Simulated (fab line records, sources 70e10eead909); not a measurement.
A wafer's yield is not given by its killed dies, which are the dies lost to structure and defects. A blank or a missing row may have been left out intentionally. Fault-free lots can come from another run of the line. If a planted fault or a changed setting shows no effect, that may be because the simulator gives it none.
Comparing a struck lot with a sound one :: flow nand-harc :: 14 steps out of a route of 1159
Sound: these wafers, L109.1, L109.2, L109.6. Struck: wafer L117.4. (L117.5 of the same lot was not struck and is left out.) The cause comes at the end.
Order at every step that has rows: each side's tool, ch and its chambers, its first start. Under that, the readings that differ: sound wafers :: struck wafers :: difference of the means :: sigmas: that difference in standard deviations of wafers without a fault.
alike: a reading whose means differ by less than 2 such deviations, as well as words and numbers matching on both sides. not compared: withheld readings; readings where some wafer has no value; bounds like >300 that might hide an equal value; numbers whose values overlap and for which the record gives no deviation.
A row with sigmas, a row that says differs or no value, or rows on one side alone: a step with any of these is where the two part. Numbers that don't overlap but have no deviation are shown without sigmas and don't part them. A reading that every wafer of one side lacks parts them only if that side has two wafers or more.

first, 8 steps without rows for these wafers: NHARC_A_CHANNEL_HOLE_D1_COAT_36 (time 75 s); NHARC_A_CHANNEL_HOLE_D1_COAT_37 (time 65 s); NHARC_A_CHANNEL_HOLE_D1_COAT_04 (resist thk 90 nm); NHARC_A_CHANNEL_HOLE_D1_SOFTBAKE_05 (time 55 s); NHARC_A_CHANNEL_HOLE_D1_EBR_06; NHARC_A_CHANNEL_HOLE_D1_EXPOSE_07 (exposes mask HOLE D1, target cd 100 nm); NHARC_A_CHANNEL_HOLE_D1_PEB_08 (peb time 65 s); NHARC_A_CHANNEL_HOLE_D1_DEVELOP_09 (develop time 35 s).
NHARC_A_CHANNEL_HOLE_D1_CD_MEAS_10 targets a cd of 100 nm.
  sound on cd-sem-03 ch 0, day 9 08:06; struck on cd-sem-01 ch 0, day 11 11:03
  alike: cd-nm
NHARC_A_CHANNEL_HOLE_D1_OVL_MEAS_11:
  struck on overlay-02, day 11 11:08; sound on overlay-01, day 9 08:11
reading: overlay-x-nm (nm)
sound: 1.8 1.4 1.7
struck: 0.0
difference: -1.6
sigmas: -2

reading: overlay-y-nm (nm)
sound: 0.4 -0.5 -0.4
struck: -2.0
difference: -1.8
sigmas: -2
NHARC_A_CHANNEL_HOLE_D1_INSPECT_12:
  struck on defect-inspect-01, day 11 11:10; sound on defect-inspect-02, day 9 08:14
  alike: raw-defect-count
NHARC_A_CHANNEL_HOLE_D1_DESCUM_15: chemistry O2, time 3 s.
  sound on rie-diel-10 ch 1,2, day 9 08:17; struck on rie-diel-10 ch 1, day 11 11:14
  alike: drypump-motor-current-A, oes-product-au, rf-vpp-V, showerhead-plenum-p-Torr, throttle-valve-pct
  not compared: rf-hours-counter-h
NHARC_A_CHANNEL_HOLE_D1_ETCH_38: etches the open film in CF4, target depth 39 nm, time 65 s.
  sound on rie-diel-10 ch 0,2, day 9 08:23; struck on rie-diel-10 ch 3, day 11 11:19
reading: oes-product-au (a.u.)
sound: 1.015 1.006 1.015
struck: 0.867
difference: -0.145
sigmas: -16
  alike: bias-w, drypump-motor-current-A, rf-vpp-V, showerhead-plenum-p-Torr, throttle-valve-pct
  not compared: rf-hours-counter-h
NHARC_A_CHANNEL_HOLE_D1_ETCH_39: etches the open film in N2/H2, target depth 260 nm, time 325 s.
  sound on rie-diel-10 ch 0,3; struck on rie-diel-10 ch 1
  alike: bias-w, drypump-motor-current-A, n2-flow-sccm, oes-product-au, rf-vpp-V, showerhead-plenum-p-Torr, throttle-valve-pct
  not compared: rf-hours-counter-h

== WHERE THEY PART ==
At NHARC_A_CHANNEL_HOLE_D1_OVL_MEAS_11 first; at NHARC_A_CHANNEL_HOLE_D1_ETCH_38 last (within this record only). Later steps at which nothing parts them and some readings are alike: NHARC_A_CHANNEL_HOLE_D1_ETCH_39.

WHY: the cause the simulator had injected
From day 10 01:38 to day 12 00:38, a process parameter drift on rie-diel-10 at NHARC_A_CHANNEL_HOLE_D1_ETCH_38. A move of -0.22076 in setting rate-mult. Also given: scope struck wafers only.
